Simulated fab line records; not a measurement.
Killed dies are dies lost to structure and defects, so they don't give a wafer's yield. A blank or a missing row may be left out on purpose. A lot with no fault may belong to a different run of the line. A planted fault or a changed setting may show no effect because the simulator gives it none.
Which tool did it? || flow nandHarc || 24 lots with 72 wafers sampled at 4 steps, on a route of 1159 steps

== WHAT THE GAUGES READ, wafer by wafer ==
NHARC_P_BONDPAD_OVL_MEAS_38.
{"lot": "L074", "measured": "day 6 12:21", "on": "overlay-02", "overlayXNm (nm)": "2 1 2", "overlayYNm (nm)": "-1 0 0"}
{"lot": "L075", "measured": "day 6 23:32", "on": "overlay-01", "overlayXNm (nm)": "3 3 2", "overlayYNm (nm)": "3 3 3"}
{"lot": "L076", "measured": "day 7 00:46", "on": "overlay-01", "overlayXNm (nm)": "-5 -4 -4", "overlayYNm (nm)": "0 -1 -1"}
{"lot": "L077", "measured": "day 7 01:02", "on": "overlay-02", "overlayXNm (nm)": "-4 -4 -4", "overlayYNm (nm)": "4 5 4"}
{"lot": "L079", "measured": "day 7 11:40", "on": "overlay-01", "overlayXNm (nm)": "9 10 10", "overlayYNm (nm)": "8 8 8"}
{"lot": "L078", "measured": "day 7 12:47", "on": "overlay-01", "overlayXNm (nm)": "1 1 0", "overlayYNm (nm)": "-10 -9 -9"}
{"lot": "L080", "measured": "day 7 19:28", "on": "overlay-01", "overlayXNm (nm)": "3 3 3", "overlayYNm (nm)": "1 1 1"}
{"lot": "L081", "measured": "day 7 20:11", "on": "overlay-02", "overlayXNm (nm)": "-1 -2 -2", "overlayYNm (nm)": "3 3 3"}
{"lot": "L082", "measured": "day 8 09:13", "on": "overlay-01", "overlayXNm (nm)": "15 15 15", "overlayYNm (nm)": "7 7 7"}
{"lot": "L083", "measured": "day 8 10:14", "on": "overlay-02", "overlayXNm (nm)": "-1 -2 -1", "overlayYNm (nm)": "8 8 8"}
{"lot": "L084", "measured": "day 9 00:53", "on": "overlay-01", "overlayXNm (nm)": "-1 -1 -1", "overlayYNm (nm)": "-5 -5 -6"}
{"lot": "L085", "measured": "day 9 02:05", "on": "overlay-02", "overlayXNm (nm)": "1 1 1", "overlayYNm (nm)": "0 0 0"}
{"lot": "L086", "measured": "day 9 15:04", "on": "overlay-02", "overlayXNm (nm)": "8 8 8", "overlayYNm (nm)": "-7 -6 -7"}
{"lot": "L087", "measured": "day 9 15:52", "on": "overlay-01", "overlayXNm (nm)": "5 5 6", "overlayYNm (nm)": "-5 -4 -5"}
{"lot": "L088", "measured": "day 9 21:47", "on": "overlay-01", "overlayXNm (nm)": "-2 -3 -3", "overlayYNm (nm)": "-6 -7 -7"}
{"lot": "L089", "measured": "day 10 02:08", "on": "overlay-02", "overlayXNm (nm)": "-8 -8 -8", "overlayYNm (nm)": "-9 -9 -9"}
{"lot": "L090", "measured": "day 10 02:53", "on": "overlay-02", "overlayXNm (nm)": "-7 -7 -7", "overlayYNm (nm)": "-4 -4 -4"}
{"lot": "L091", "measured": "day 10 11:44", "on": "overlay-01", "overlayXNm (nm)": "-6 -6 -6", "overlayYNm (nm)": "-5 -5 -5"}
{"lot": "L092", "measured": "day 10 12:34", "on": "overlay-02", "overlayXNm (nm)": "-7 -7 -7", "overlayYNm (nm)": "0 0 1"}
{"lot": "L093", "measured": "day 10 23:10", "on": "overlay-02", "overlayXNm (nm)": "6 6 5", "overlayYNm (nm)": "6 5 6"}
{"lot": "L094", "measured": "day 11 01:03", "on": "overlay-02", "overlayXNm (nm)": "-6 -6 -6", "overlayYNm (nm)": "0 0 1"}
{"lot": "L095", "measured": "day 11 12:22", "on": "overlay-01", "overlayXNm (nm)": "11 10 11", "overlayYNm (nm)": "-4 -3 -4"}
{"lot": "L097", "measured": "day 11 21:47", "on": "overlay-01", "overlayXNm (nm)": "-2 -2 -2", "overlayYNm (nm)": "0 0 0"}
{"lot": "L096", "measured": "day 12 02:41", "on": "overlay-02", "overlayXNm (nm)": "-2 -2 -2", "overlayYNm (nm)": "-5 -5 -4"}

NHARC_A_ONON_D1_THK_MEAS_02: measures by ellipsometry.
{"lot": "L074", "measured": "day 7 16:58", "on": "filmMetro-02", "thkNm (nm)": "1014 1014 1016"}
{"lot": "L075", "measured": "day 8 03:14", "on": "filmMetro-02", "thkNm (nm)": "986 985 985"}
{"lot": "L076", "measured": "day 8 03:15", "on": "filmMetro-01", "thkNm (nm)": "1008 1006 1006"}
{"lot": "L077", "measured": "day 8 02:55", "on": "filmMetro-01", "thkNm (nm)": "995 993 996"}
{"lot": "L079", "measured": "day 8 14:34", "on": "filmMetro-01", "thkNm (nm)": "1009 1008 1008"}
{"lot": "L078", "measured": "day 8 14:35", "on": "filmMetro-02", "thkNm (nm)": "1000 999 999"}
{"lot": "L080", "measured": "day 8 22:31", "on": "filmMetro-02", "thkNm (nm)": "1008 1007 1007"}
{"lot": "L081", "measured": "day 8 22:31", "on": "filmMetro-02", "thkNm (nm)": "984 985 984"}
{"lot": "L082", "measured": "day 9 13:40", "on": "filmMetro-02", "thkNm (nm)": "995 996 996"}
{"lot": "L083", "measured": "day 9 13:41", "on": "filmMetro-01", "thkNm (nm)": "996 996 995"}
{"lot": "L084", "measured": "day 10 08:19", "on": "filmMetro-01", "thkNm (nm)": "995 993 994"}
{"lot": "L085", "measured": "day 10 08:19", "on": "filmMetro-02", "thkNm (nm)": "1021 1020 1021"}
{"lot": "L086", "measured": "day 10 20:03", "on": "filmMetro-01", "thkNm (nm)": "997 998 998"}
{"lot": "L087", "measured": "day 10 20:02", "on": "filmMetro-02", "thkNm (nm)": "1010 1011 1011"}
{"lot": "L088", "measured": "day 11 00:54", "on": "filmMetro-01", "thkNm (nm)": "1007 1009 1006"}
{"lot": "L089", "measured": "day 11 06:04", "on": "filmMetro-02", "thkNm (nm)": "1007 1009 1006"}
{"lot": "L090", "measured": "day 11 06:04", "on": "filmMetro-01", "thkNm (nm)": "990 989 986"}
{"lot": "L091", "measured": "day 11 14:39", "on": "filmMetro-01", "thkNm (nm)": "1004 1003 1002"}
{"lot": "L092", "measured": "day 11 14:39", "on": "filmMetro-02", "thkNm (nm)": "999 998 1000"}
{"lot": "L093", "measured": "day 12 02:05", "on": "filmMetro-02", "thkNm (nm)": "999 999 1000"}
{"lot": "L094", "measured": "day 12 01:50", "on": "filmMetro-02", "thkNm (nm)": "1005 1006 1008"}
{"lot": "L095", "measured": "day 12 14:52", "on": "filmMetro-02", "thkNm (nm)": "1022 1020 1021"}
{"lot": "L097", "measured": "day 13 00:15", "on": "filmMetro-02", "thkNm (nm)": "994 992 992"}
{"lot": "L096", "measured": "day 13 07:34", "on": "filmMetro-01", "thkNm (nm)": "999 999 998"}

NHARC_A_CHANNEL_HOLE_D1_OVL_MEAS_11.
{"lot": "L074", "measured": "day 8 08:41", "on": "overlay-02", "overlayXNm (nm)": "0.1 -0.3 -1.1", "overlayYNm (nm)": "0.0 -0.2 0.2"}
{"lot": "L075", "measured": "day 8 19:23", "on": "overlay-01", "overlayXNm (nm)": "-2.1 -2.0 -2.1", "overlayYNm (nm)": "-0.3 -0.8 -0.6"}
{"lot": "L076", "measured": "day 8 19:53", "on": "overlay-02", "overlayXNm (nm)": "0.6 0.6 0.7", "overlayYNm (nm)": "-1.0 0.2 -1.2"}
{"lot": "L077", "measured": "day 8 18:46", "on": "overlay-01", "overlayXNm (nm)": "1.1 1.4 1.0", "overlayYNm (nm)": "-1.4 -1.6 -1.3"}
{"lot": "L079", "measured": "day 9 06:28", "on": "overlay-01", "overlayXNm (nm)": "0.2 0.4 0.2", "overlayYNm (nm)": "0.2 -0.1 0.0"}
{"lot": "L078", "measured": "day 9 07:05", "on": "overlay-02", "overlayXNm (nm)": "0.0 0.1 0.1", "overlayYNm (nm)": "0.1 0.6 0.4"}
{"lot": "L080", "measured": "day 9 14:37", "on": "overlay-02", "overlayXNm (nm)": "0.6 0.4 0.5", "overlayYNm (nm)": "-1.6 -1.6 -1.5"}
{"lot": "L081", "measured": "day 9 14:51", "on": "overlay-01", "overlayXNm (nm)": "-1.0 -0.9 -1.1", "overlayYNm (nm)": "0.9 0.8 0.9"}
{"lot": "L082", "measured": "day 10 04:44", "on": "overlay-01", "overlayXNm (nm)": "-1.1 -1.4 -1.0", "overlayYNm (nm)": "0.4 0.2 -0.1"}
{"lot": "L083", "measured": "day 10 06:00", "on": "overlay-01", "overlayXNm (nm)": "1.3 1.3 1.2", "overlayYNm (nm)": "-0.3 -0.2 0.0"}
{"lot": "L084", "measured": "day 11 02:39", "on": "overlay-01", "overlayXNm (nm)": "-0.5 -0.4 -0.2", "overlayYNm (nm)": "-2.1 -2.2 -2.1"}
{"lot": "L085", "measured": "day 11 02:49", "on": "overlay-02", "overlayXNm (nm)": "-1.0 -1.1 -1.1", "overlayYNm (nm)": "1.7 1.0 1.6"}
{"lot": "L086", "measured": "day 11 15:13", "on": "overlay-02", "overlayXNm (nm)": "0.2 0.3 0.7", "overlayYNm (nm)": "1.1 1.3 0.3"}
{"lot": "L087", "measured": "day 11 14:35", "on": "overlay-01", "overlayXNm (nm)": "-1.2 -1.2 -1.3", "overlayYNm (nm)": "-0.1 -0.3 0.0"}
{"lot": "L088", "measured": "day 11 14:46", "on": "overlay-02", "overlayXNm (nm)": "0.8 0.9 0.2", "overlayYNm (nm)": "0.0 -0.1 0.3"}
{"lot": "L089", "measured": "day 12 00:37", "on": "overlay-01", "overlayXNm (nm)": "0.1 -0.4 -0.5", "overlayYNm (nm)": "0.3 1.0 0.5"}
{"lot": "L090", "measured": "day 12 01:10", "on": "overlay-01", "overlayXNm (nm)": "0.6 0.5 1.1", "overlayYNm (nm)": "0.6 0.7 1.5"}
{"lot": "L091", "measured": "day 12 06:52", "on": "overlay-01", "overlayXNm (nm)": "-0.7 -1.6 -0.4", "overlayYNm (nm)": "-2.1 -1.9 -1.2"}
{"lot": "L092", "measured": "day 12 06:35", "on": "overlay-01", "overlayXNm (nm)": "0.5 0.7 0.8", "overlayYNm (nm)": "2.2 2.2 2.4"}
{"lot": "L093", "measured": "day 12 17:47", "on": "overlay-01", "overlayXNm (nm)": "0.2 0.2 0.7", "overlayYNm (nm)": "0.7 0.4 0.7"}
{"lot": "L094", "measured": "day 12 16:46", "on": "overlay-01", "overlayXNm (nm)": "-1.4 -1.8 -1.8", "overlayYNm (nm)": "0.0 0.5 -0.3"}
{"lot": "L095", "measured": "day 13 09:01", "on": "overlay-02", "overlayXNm (nm)": "0.6 0.4 0.9", "overlayYNm (nm)": "-1.2 -0.8 -1.4"}
{"lot": "L097", "measured": "day 13 16:01", "on": "overlay-02", "overlayXNm (nm)": "-0.4 -0.5 0.0", "overlayYNm (nm)": "1.1 0.9 0.3"}
{"lot": "L096", "measured": "day 13 23:05", "on": "overlay-02", "overlayXNm (nm)": "-0.6 -0.6 -0.1", "overlayYNm (nm)": "0.0 0.3 0.0"}

== WHICH TOOL RAN EACH LOT (tool, then ch and the chambers of the sampled wafers, then the start) ==
{"lot": "L074", "NHARC_A_CHANNEL_HOLE_D1_DEP_00": "aclDep-03 ch 0, day 8 06:34"}
{"lot": "L075", "NHARC_A_CHANNEL_HOLE_D1_DEP_00": "aclDep-01 ch 0, day 8 16:35"}
{"lot": "L076", "NHARC_A_CHANNEL_HOLE_D1_DEP_00": "aclDep-02 ch 0, day 8 17:27"}
{"lot": "L077", "NHARC_A_CHANNEL_HOLE_D1_DEP_00": "aclDep-03 ch 0, day 8 16:10"}
{"lot": "L079", "NHARC_A_CHANNEL_HOLE_D1_DEP_00": "aclDep-03 ch 0, day 9 03:37"}
{"lot": "L078", "NHARC_A_CHANNEL_HOLE_D1_DEP_00": "aclDep-01 ch 0, day 9 04:58"}
{"lot": "L080", "NHARC_A_CHANNEL_HOLE_D1_DEP_00": "aclDep-02 ch 0, day 9 12:31"}
{"lot": "L081", "NHARC_A_CHANNEL_HOLE_D1_DEP_00": "aclDep-03 ch 0, day 9 13:03"}
{"lot": "L082", "NHARC_A_CHANNEL_HOLE_D1_DEP_00": "aclDep-02 ch 0, day 10 02:01"}
{"lot": "L083", "NHARC_A_CHANNEL_HOLE_D1_DEP_00": "aclDep-01 ch 0, day 10 03:35"}
{"lot": "L084", "NHARC_A_CHANNEL_HOLE_D1_DEP_00": "aclDep-01 ch 0, day 10 23:56"}
{"lot": "L085", "NHARC_A_CHANNEL_HOLE_D1_DEP_00": "aclDep-03 ch 0, day 11 00:02"}
{"lot": "L086", "NHARC_A_CHANNEL_HOLE_D1_DEP_00": "aclDep-01 ch 0, day 11 12:26"}
{"lot": "L087", "NHARC_A_CHANNEL_HOLE_D1_DEP_00": "aclDep-03 ch 0, day 11 12:11"}
{"lot": "L088", "NHARC_A_CHANNEL_HOLE_D1_DEP_00": "aclDep-02 ch 0, day 11 12:20"}
{"lot": "L089", "NHARC_A_CHANNEL_HOLE_D1_DEP_00": "aclDep-02 ch 0, day 11 21:52"}
{"lot": "L090", "NHARC_A_CHANNEL_HOLE_D1_DEP_00": "aclDep-01 ch 0, day 11 22:25"}
{"lot": "L091", "NHARC_A_CHANNEL_HOLE_D1_DEP_00": "aclDep-03 ch 0, day 12 04:23"}
{"lot": "L092", "NHARC_A_CHANNEL_HOLE_D1_DEP_00": "aclDep-01 ch 0, day 12 04:28"}
{"lot": "L093", "NHARC_A_CHANNEL_HOLE_D1_DEP_00": "aclDep-03 ch 0, day 12 14:59"}
{"lot": "L094", "NHARC_A_CHANNEL_HOLE_D1_DEP_00": "aclDep-02 ch 0, day 12 14:29"}
{"lot": "L095", "NHARC_A_CHANNEL_HOLE_D1_DEP_00": "aclDep-03 ch 0, day 13 05:55"}
{"lot": "L097", "NHARC_A_CHANNEL_HOLE_D1_DEP_00": "aclDep-02 ch 0, day 13 13:18"}
{"lot": "L096", "NHARC_A_CHANNEL_HOLE_D1_DEP_00": "aclDep-02 ch 0, day 13 20:23"}
- NHARC_A_CHANNEL_HOLE_D1_DEP_00: deposits aC, target thk 3100 nm.

== AS READ BY THE TOOLS THEMSELVES (means over the sampled wafers that have a number; for cases with no such wafer, the mark the record gives instead) ==
NHARC_A_CHANNEL_HOLE_D1_DEP_00.
{"lot": "L074", "tool": "aclDep-03", "throttleValvePct (%)": 35.005}
{"lot": "L075", "tool": "aclDep-01", "throttleValvePct (%)": 35.007}
{"lot": "L076", "tool": "aclDep-02", "throttleValvePct (%)": 35.010}
{"lot": "L077", "tool": "aclDep-03", "throttleValvePct (%)": 35.004}
{"lot": "L079", "tool": "aclDep-03", "throttleValvePct (%)": 34.996}
{"lot": "L078", "tool": "aclDep-01", "throttleValvePct (%)": 34.999}
{"lot": "L080", "tool": "aclDep-02", "throttleValvePct (%)": 35.006}
{"lot": "L081", "tool": "aclDep-03", "throttleValvePct (%)": 34.997}
{"lot": "L082", "tool": "aclDep-02", "throttleValvePct (%)": 35.006}
{"lot": "L083", "tool": "aclDep-01", "throttleValvePct (%)": 35.000}
{"lot": "L084", "tool": "aclDep-01", "throttleValvePct (%)": 34.996}
{"lot": "L085", "tool": "aclDep-03", "throttleValvePct (%)": 35.001}
{"lot": "L086", "tool": "aclDep-01", "throttleValvePct (%)": 34.998}
{"lot": "L087", "tool": "aclDep-03", "throttleValvePct (%)": 35.000}
{"lot": "L088", "tool": "aclDep-02", "throttleValvePct (%)": 35.005}
{"lot": "L089", "tool": "aclDep-02", "throttleValvePct (%)": 35.001}
{"lot": "L090", "tool": "aclDep-01", "throttleValvePct (%)": 35.001}
{"lot": "L091", "tool": "aclDep-03", "throttleValvePct (%)": 35.012}
{"lot": "L092", "tool": "aclDep-01", "throttleValvePct (%)": 34.991}
{"lot": "L093", "tool": "aclDep-03", "throttleValvePct (%)": 35.003}
{"lot": "L094", "tool": "aclDep-02", "throttleValvePct (%)": 34.991}
{"lot": "L095", "tool": "aclDep-03", "throttleValvePct (%)": 34.998}
{"lot": "L097", "tool": "aclDep-02", "throttleValvePct (%)": 34.999}
{"lot": "L096", "tool": "aclDep-02", "throttleValvePct (%)": 34.989}

== THE ANSWER, worked out from the rows above alone ==
Rule: usual is defined by the lots themselves. The widest of any qualifying gaps counts: lots, ordered by their means at a reading, are off when they make up no more than a third of the lots, leave a main group of 4 or more, and stand apart from it by 3 or more times the standard deviation of that group's means. A main group whose means are all the same, to the digits that the tables above print for the reading, isn't used. A lot without any number at a reading at which 4 lots or more have one is off too. Any other lot the step has rows for is counted as sound. Order of review: gauges by route order, followed by the tools' own readings, for which a lot's mean as printed above is used. The first step at which some lot is off is used, and at that step the reading that is off furthest; a lot without a number counts as furthest.
No lot is off on any of the readings shown, so nothing can be concluded from this.

== WHAT HAD BEEN PUT IN BY THE SIMULATOR ==
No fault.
